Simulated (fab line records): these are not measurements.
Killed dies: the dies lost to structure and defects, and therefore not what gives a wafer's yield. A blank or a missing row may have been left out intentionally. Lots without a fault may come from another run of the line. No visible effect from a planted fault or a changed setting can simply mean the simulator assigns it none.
Struck lot and sound lot, side by side :: flow nand_harc :: 14 out of 1159 route steps
Sound: wafers L976.1, L976.3, L976.5. Struck: wafers L970.2, L970.5, L970.6. Last of all comes the cause.
At each step with rows: each side's tool, then ch and its chambers, then its first start. Under that, the readings that differ: sound wafers :: struck wafers :: difference of the means :: sigmas: that difference in standard deviations of wafers without a fault.
alike: readings whose means differ by less than 2 such deviations, and words and numbers that are the same on both sides. not compared: withheld readings, readings that some wafer has no value for, bounds like >300 that may hide the same value, and numbers for which the record gives no deviation and whose values overlap.
The two part at a step that has a row with sigmas, a row that says differs or no value, or rows on one side only. When numbers do not overlap yet have no deviation, they are printed without sigmas and do not part them. A reading missing from all wafers of one side parts the sides only when that side holds two or more wafers.

first, 7 steps without rows for these wafers: NHARC_A_M0_COAT_33 (time 65 s); NHARC_A_M0_COAT_03 (resist thk 90 nm); NHARC_A_M0_SOFTBAKE_04 (time 55 s); NHARC_A_M0_EBR_05; NHARC_A_M0_EXPOSE_06 (exposes mask A M0, target cd 80 nm); NHARC_A_M0_PEB_07 (peb time 65 s); NHARC_A_M0_DEVELOP_08 (develop time 35 s).
NHARC_A_M0_CD_MEAS_09: target cd 80 nm.
  sound on cd_sem-02 ch 0, day 21 22:20; struck on cd_sem-01 ch 0, day 20 18:41
  alike: cd_nm
NHARC_A_M0_OVL_MEAS_10: pitch 160 nm.
  struck on overlay-02, day 20 18:46; sound on overlay-02, day 21 22:26
reading: overlay_x_nm (nm)
sound: 1.6 1.6 0.9
struck: -1.9 -1.4 -1.5
difference: -3.0
sigmas: -3
  alike: overlay_y_nm
NHARC_A_M0_INSPECT_11:
  struck on defect_inspect-01, day 20 18:48; sound on defect_inspect-02, day 21 22:28
  alike: raw_defect_count
NHARC_A_M0_DESCUM_14: chemistry O2, time 3 s.
  sound on rie_diel-09 ch 1,3, day 21 22:32; struck on rie_diel-01 ch 1,2,3, day 20 18:53
  alike: drypump_motor_current_A, oes_product_au, rf_vpp_V, showerhead_plenum_p_Torr, throttle_valve_pct
  not compared: rf_hours_counter_h
NHARC_A_M0_ETCH_34: etches the open film in N2/H2, target depth 40 nm, overetch 12 nm, time 43.94 s.
  sound on rie_diel-09 ch 0,1,2, day 21 22:38; struck on rie_diel-01 ch 1,2, day 20 18:57
  alike: bias_w, chamber_pressure_mTorr, drypump_motor_current_A, h2_flow_sccm, oes_product_au, rf_vpp_V, showerhead_plenum_p_Torr, throttle_valve_pct
  not compared: rf_hours_counter_h
NHARC_A_M0_ETCH_15: etches the open film in C4F8/Ar, target depth 150 nm, overetch 15 nm, time 82.5 s.
  sound on rie_diel-09 ch 0,1,2, day 21 22:43; struck on rie_diel-01 ch 1,2, day 20 19:02
  no value came back on the struck wafers for bias_w (W), chamber_pressure_mTorr (mTorr), oes_product_au (a.u.), rf_vpp_V (V); on the sound wafers bias_w (W) reads 300.0 298.5 301.0
  not compared: rf_hours_counter_h
NHARC_A_M0_CD_MEAS_16:
  struck on cd_sem-03, day 20 19:10; sound on cd_sem-03, day 21 22:50
  alike: cd_nm

## WHERE THEY PART
Last at NHARC_A_M0_ETCH_15 as far as this record goes, first at NHARC_A_M0_OVL_MEAS_10. Later steps at which nothing parts them and some readings are alike: NHARC_A_M0_CD_MEAS_16.

WHY: what had been put in by the simulator
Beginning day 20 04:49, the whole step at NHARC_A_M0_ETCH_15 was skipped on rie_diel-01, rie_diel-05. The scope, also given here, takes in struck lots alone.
